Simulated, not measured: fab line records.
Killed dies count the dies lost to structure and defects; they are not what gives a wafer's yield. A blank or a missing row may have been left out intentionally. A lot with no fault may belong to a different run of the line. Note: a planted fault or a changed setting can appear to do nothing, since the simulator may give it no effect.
Struck lot and sound lot, side by side    flow n5_finfet    40 steps out of a route of 1938
Sound: these wafers, L251.1, L251.2, L251.4. Struck: wafers L261.2, L261.4, L261.5. At the end, the cause is stated.
Per side, at each step with rows, come the tool, then ch with its chambers, and then its first start. Under that, the readings that differ: sound wafers    struck wafers    difference of the means    sigmas: that difference in standard deviations of wafers without a fault.
alike: readings with means less than 2 such deviations apart, plus words and numbers identical on both sides. not compared: withheld readings, readings lacking a value on some wafer, bounds such as >300 that could conceal the same value, and numbers that have no deviation in the record and whose values overlap.
Wherever a step has rows on one side only, a row that says differs or no value, or a row with sigmas, the two part there. When numbers do not overlap yet have no deviation, they are printed without sigmas and do not part them. A reading missing from all wafers of one side parts the sides only when that side holds two or more wafers.

first, 11 steps without rows for these wafers: N5_STI_FIN_REVEAL_CMP_04 (polishes, stops on Si3N4, t overpolish 4 s, target thk 131.83 nm); N5_STI_FIN_REVEAL_DENSIFY_30; N5_STI_FIN_REVEAL_ETCHBACK_08 (etches SiO2 in C4F6/O2, target depth 30.5 nm, time 10.167 s); N5_STI_FIN_REVEAL_STRIP_24 (strips in N2/H2, time 90 s); N5_STI_FIN_REVEAL_PRECLEAN_25 (cleans in SPM, time 90 s); N5_STI_FIN_REVEAL_PRECLEAN_26 (cleans in SC1, time 45 s); N5_STI_FIN_REVEAL_PRECLEAN_29 (cleans in DHF, time 30 s); N5_STI_FIN_REVEAL_SRD_12 (time 30 s); N5_STI_FIN_REVEAL_RECESS_09 (chemistry HF/NH3, target SiO2, afs cycles 11, target depth 42.5 nm, sublimation time 60 s); N5_STI_FIN_REVEAL_STRIP_16 (strips SiNx in H3PO4, target depth 23.8 nm); N5_STI_FIN_REVEAL_PRECLEAN_17 (cleans in NF3:NH3, afs cycles 1, time 20 s, sublimation time 60 s).
N5_STI_FIN_REVEAL_ETCH_34: etches Si in H2, material Si, target depth 0.97 nm.
  sound on rie_si-04 ch 1,2,3, day 4 00:21; struck on rie_si-04 ch 2,3, day 6 11:44
  no value came back on the struck wafers for any of 8 readings (bias_w (W), chamber_pressure_mTorr (mTorr) and others); on the sound wafers bias_w (W) reads 0 0 0
then, 7 steps without rows for these wafers: N5_STI_FIN_REVEAL_OXIDATION_31 (chemistry O2 PLASMA REMOTE, time 20 s); N5_STI_FIN_REVEAL_PRECLEAN_32 (cleans in NF3:NH3, afs cycles 1, time 20 s, sublimation time 60 s); N5_STI_FIN_REVEAL_STRIP_35 (strips Si3N4 in H3PO4, target depth 4 nm, time 39 s); N5_STI_FIN_REVEAL_SRD_21 (time 30 s); N5_STI_FIN_REVEAL_OXIDATION_33 (chemistry O2 PLASMA REMOTE, time 20 s); N5_STI_FIN_REVEAL_CLEAN_19 (cleans in O3/DIW, time 120 s); N5_STI_FIN_REVEAL_SRD_23 (time 30 s).
N5_STI_FIN_REVEAL_CD_MEAS_22: target cd 6.238 nm, pitch 28 nm.
  sound: cd_sem-02 at day 4 00:55; struck: cd_sem-01 at day 6 12:20
reading     sound           struck          difference  sigmas
cd_nm (nm)  6.54 6.15 6.48  8.06 7.97 8.13  +1.66       +7
then, 18 steps without rows for these wafers: N5_STI_FIN_REVEAL_PRECLEAN_18 (cleans in SC2, time 45 s); N5_STI_FIN_REVEAL_SRD_28 (time 30 s); N5_DUMMY_GATE_PRECLEAN_00 (cleans in O3/DIW, time 60 s); N5_DUMMY_GATE_SRD_01 (time 30 s); N5_DUMMY_GATE_ALD_02 (deposits SiO2, target thk 2 nm, pulse time 1 s); N5_DUMMY_GATE_CVD_03 (deposits a-Si from SiH4, target thk 150 nm, time 8042 s); N5_DUMMY_GATE_PRECLEAN_46 (cleans in DIW, time 89.5 s); N5_DUMMY_GATE_SRD_47 (dry time 32 s); N5_DUMMY_GATE_CMP_04 (polishes a-Si); N5_DUMMY_GATE_HM_DEP_06 (deposits SiNx from DCS/NH3, target thk 80 nm, time 5141 s); N5_DUMMY_GATE_PECVD_30 (deposits SiO2 from TEOS/O2, target thk 55 nm, time 10.8 s); N5_DUMMY_GATE_COAT_34 (time 60 s, resist thk 60 nm); N5_DUMMY_GATE_COAT_35 (time 60 s, resist thk 10 nm); N5_DUMMY_GATE_COAT_28 (time 60 s, resist thk 10 nm); N5_DUMMY_GATE_COAT_09 (resist thk 30 nm); N5_DUMMY_GATE_EBR_11; N5_DUMMY_GATE_SOFTBAKE_10 (time 60 s); N5_DUMMY_GATE_EXPOSE_12 (exposes mask GATE, target cd 25 nm).
-- record jumps: 7 days separate the struck wafers' starts on either side; left off in module DUMMY_GATE, taken up again in module BEOL_M4, whose first shown step is the route's number 1111 --
N5_BEOL_M4_RC_MEAS_101:
  sound on prober-02 ch 0, day 10 13:08; struck on prober-01 ch 0, day 13 01:47
reading              sound                       struck                      difference  sigmas
DIBL_N (mV/V)        37.9 37.3 35.8              49.1 49.1 49.8              +12.3       +9
DIBL_P (mV/V)        36.2 34.4 32.9              53.4 54.2 54.1              +19.4       +13
IOFF_N (nA/um)       0.180 0.163 0.134           0.779 0.814 0.862           +0.659      +30
IOFF_N_85C (nA/um)   3.4 3.2 2.7                 11.9 12.2 12.8              +9.2        +25
IOFF_N_LIN (nA/um)   0.078 0.072 0.063           0.351 0.362 0.385           +0.295      +33
IOFF_N_LONG (nA/um)  5.45e-05 5.51e-05 5.42e-05  8.38e-05 8.23e-05 8.44e-05  +2.89e-05   +10
IOFF_P (nA/um)       0.247 0.216 0.194           0.733 0.769 0.757           +0.534      +23
IOFF_P_85C (nA/um)   4.2 3.7 3.4                 10.4 10.7 10.6              +6.8        +21
IOFF_P_LIN (nA/um)   0.114 0.106 0.097           0.335 0.345 0.340           +0.234      +27
IOFF_P_LONG (nA/um)  0.000107 0.000109 0.000115  0.000133 0.000128 0.00013   +0.000020   +3
ION_N (uA/um)        684 680 671                 767 772 773                 +92         +10
ION_P (uA/um)        470 467 466                 507 515 510                 +43         +8
REXT_N (ohm.um)      76.4 74.4 75.8              65.2 66.0 65.5              -10.0       -6
REXT_P (ohm.um)      99.7 100.1 99.4             90.7 91.4 92.6              -8.2        -4
SS_N (mV/dec)        72.6 71.3 71.1              73.8 73.6 74.4              +2.3        +5
SS_P (mV/dec)        73.3 73.3 73.5              77.2 77.5 76.3              +3.6        +6
VT_N (mV)            247 251 251                 223 225 222                 -26         -8
VT_N_LONG (mV)       274.8 275.0 276.2           259.1 259.5 255.2           -17.4       -8
VT_N_LVT (mV)        96 99 101                   73 73 72                    -26         -8
VT_P (mV)            -248.2 -248.5 -248.8        -234.5 -232.8 -235.2        +14.3       +6
VT_P_LONG (mV)       -273.8 -271.4 -273.4        -267.1 -265.7 -266.9        +6.3        +2
VT_P_LVT (mV)        -96.1 -98.3 -99.2           -83.2 -83.1 -83.7           +14.5       +7
-- the record jumps here: 4 days lie between the struck wafers' starts before and after (it left off in module BEOL_M4 and takes up again in module PASSIVATION, whose first step shown is number 1936 of the route) --
N5_PASSIVATION_PROBE_49:
  sound: prober-01 at day 15 06:06; struck: prober-02 at day 17 10:26
reading                 sound           struck             difference  sigmas
sort_bin_4_leakage (%)  0 0 0           91.19 92.20 90.76  +91.38      
sort_n_pass             1079 1100 1085  1 0 0              -1088       -73
sort_yield_pct (%)      91.4 93.2 91.9  0.1 0 0            -92.1       -71
  alike: defect_limited_yield, killed_at_M0_to_M3, killed_at_M4_up, killed_at_contacts, killed_at_front_end, killed_at_other, killed_dies, killed_open, killed_short, sort_bin_5_function, sort_bin_6_memory

## WHERE THEY PART
Last at N5_PASSIVATION_PROBE_49 as far as this record goes, first at N5_STI_FIN_REVEAL_ETCH_34.

WHY: what the simulator had put in
Beginning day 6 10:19, the whole step at N5_STI_FIN_REVEAL_ETCH_34 was skipped on rie_si-04. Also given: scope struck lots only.
